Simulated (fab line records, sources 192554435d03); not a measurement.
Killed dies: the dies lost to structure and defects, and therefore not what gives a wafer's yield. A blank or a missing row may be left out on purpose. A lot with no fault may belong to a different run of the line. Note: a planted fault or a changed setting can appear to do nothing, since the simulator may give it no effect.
Comparing a struck lot with a sound one || flow n5Finfet || 20 steps out of a route of 1938
Sound: wafers L228.3, L228.4, L228.6. Wafers L241.1, L241.3, L241.5 were the ones struck. The cause comes at the end.
Per side, at each step with rows, come the tool, then ch with its chambers, and then its first start. Under that, the readings that differ: sound wafers || struck wafers || difference of the means || sigmas: that difference in standard deviations of wafers without a fault.
alike: a reading whose means differ by less than 2 such deviations, as well as words and numbers matching on both sides. not compared: withheld readings; readings where some wafer has no value; bounds like >300 that might hide an equal value; numbers whose values overlap and for which the record gives no deviation.
Wherever a step has rows on one side only, a row that says differs or no value, or a row with sigmas, the two part there. Numbers that have no deviation but don't overlap get no sigmas and don't part them. A reading that every wafer of one side lacks parts them only if that side has two wafers or more.

first, 1 step without rows for these wafers: N5_ZERO_LAYER_HARDBAKE_23 (time 120 s).
N5_ZERO_LAYER_CD_MEAS_11: the cd target is 2000 nm.
  sound on cdSem-01 ch 0, day 3 00:40; struck on cdSem-03 ch 0, day 6 06:47
  alike: cdNm
N5_ZERO_LAYER_DESCUM_16: chemistry O2, time 7.9 s.
  sound on rieDiel-06 ch 0,2, day 3 00:44; struck on rieDiel-03 ch 0,2, day 6 07:40
  alike: drypumpMotorCurrentA, o2FlowSccm, oesProductAu, rfVppV, showerheadPlenumPTorr, tempC, throttleValvePct
  not compared: rfHoursCounterH
N5_ZERO_LAYER_ETCH_17: etches SiO2 in CF4, target depth 12 nm, time 13.3 s.
  sound on rieDiel-06 ch 0,2, day 3 00:46; struck on rieDiel-03 ch 0,2, day 6 07:41
  alike: biasW, drypumpMotorCurrentA, oesProductAu, rfVppV, showerheadPlenumPTorr, throttleValvePct
  not compared: rfHoursCounterH
N5_ZERO_LAYER_ETCH_18: etches Si in HBr/Cl2, target depth 120 nm, time 40 s.
  sound on rieSi-03 ch 1,3, day 3 00:50; struck on rieSi-03 ch 0,2, day 6 07:46
  alike: biasW, drypumpMotorCurrentA, oesProductAu, throttleValvePct
  not compared: rfHoursCounterH
N5_ZERO_LAYER_STRIP_24: strips in O2.
  sound on plasmaAsher-02 ch 0,1, day 3 00:58; struck on plasmaAsher-02 ch 0, day 6 07:52
  alike: drypumpMotorCurrentA, heaterPowerW, o2FlowSccm, oesProductAu, stripTimeToEndpointS, tempC
  not compared: rfHoursCounterH
then, 1 step without rows for these wafers: N5_ZERO_LAYER_STRIP_19 (strips in SPM, time 900 s).
N5_ZERO_LAYER_INSPECT_20: inspects for defects (darkfield).
  sound: defectInspect-01 at day 3 01:20; struck: defectInspect-01 at day 6 08:15
  alike: rawDefectCount
then, 4 steps without rows for these wafers: N5_WELL_APT_HMDS_01 (time 60 s); N5_WELL_APT_COAT_02 (resist thk 950 nm); N5_WELL_APT_EBR_04; N5_WELL_APT_SOFTBAKE_03 (time 60 s).
N5_WELL_APT_EXPOSE_05: exposes mask NWELL, defocus 0 nm, target cd 200 nm.
  sound on krfScanner-01 ch 0, day 3 01:28; struck on krfScanner-02 ch 0, day 6 08:23
{"reading": "model.WELL_APT.overlayXNm (nm)", "sound": "-1.361 -1.361 -1.361", "struck": "52.52 52.52 52.52", "difference": "+53.88", "sigmas": ""}
  alike: mask, exposureDoseMJCm2
then, 3 steps without rows for these wafers: N5_WELL_APT_PEB_06 (peb time 90 s); N5_WELL_APT_DEVELOP_07 (develop time 45 s); N5_WELL_APT_HARDBAKE_12 (time 120 s).
N5_WELL_APT_CD_MEAS_08: the cd target is 200 nm.
  sound on cdSem-01 ch 0, day 3 01:38; struck on cdSem-03 ch 0, day 6 08:34
  alike: cdNm
N5_WELL_APT_OVL_MEAS_09:
  sound on overlay-02 ch 0, day 3 01:40; struck on overlay-01 ch 0, day 6 08:35
{"reading": "NWELL_OVL (nm)", "sound": "-9 -7 -7", "struck": "64 57 53", "difference": "+66", "sigmas": "+10"}
N5_WELL_APT_INSPECT_10: inspects for defects (macro).
  sound: defectInspect-02 at day 3 01:41; struck: defectInspect-01 at day 6 08:37
  alike: rawDefectCount
-- record jumps: 6 days separate the struck wafers' starts on either side; left off in module WELL_APT, taken up again in module BEOL_M4, whose first shown step is the route's number 1111 --
N5_BEOL_M4_RC_MEAS_101:
  sound on prober-02 ch 0, day 9 12:58; struck on prober-01 ch 0, day 12 14:37
  alike: DIBL_N, DIBL_P, IOFF_N, IOFF_P, ION_N, ION_P, SS_N, SS_P, VT_N, VT_P

## WHERE THEY PART
At N5_WELL_APT_OVL_MEAS_09 and nowhere else, as far as this record goes. Later steps at which nothing parts them and some readings are alike: N5_WELL_APT_INSPECT_10, N5_BEOL_M4_RC_MEAS_101.

WHY: what the simulator had put in
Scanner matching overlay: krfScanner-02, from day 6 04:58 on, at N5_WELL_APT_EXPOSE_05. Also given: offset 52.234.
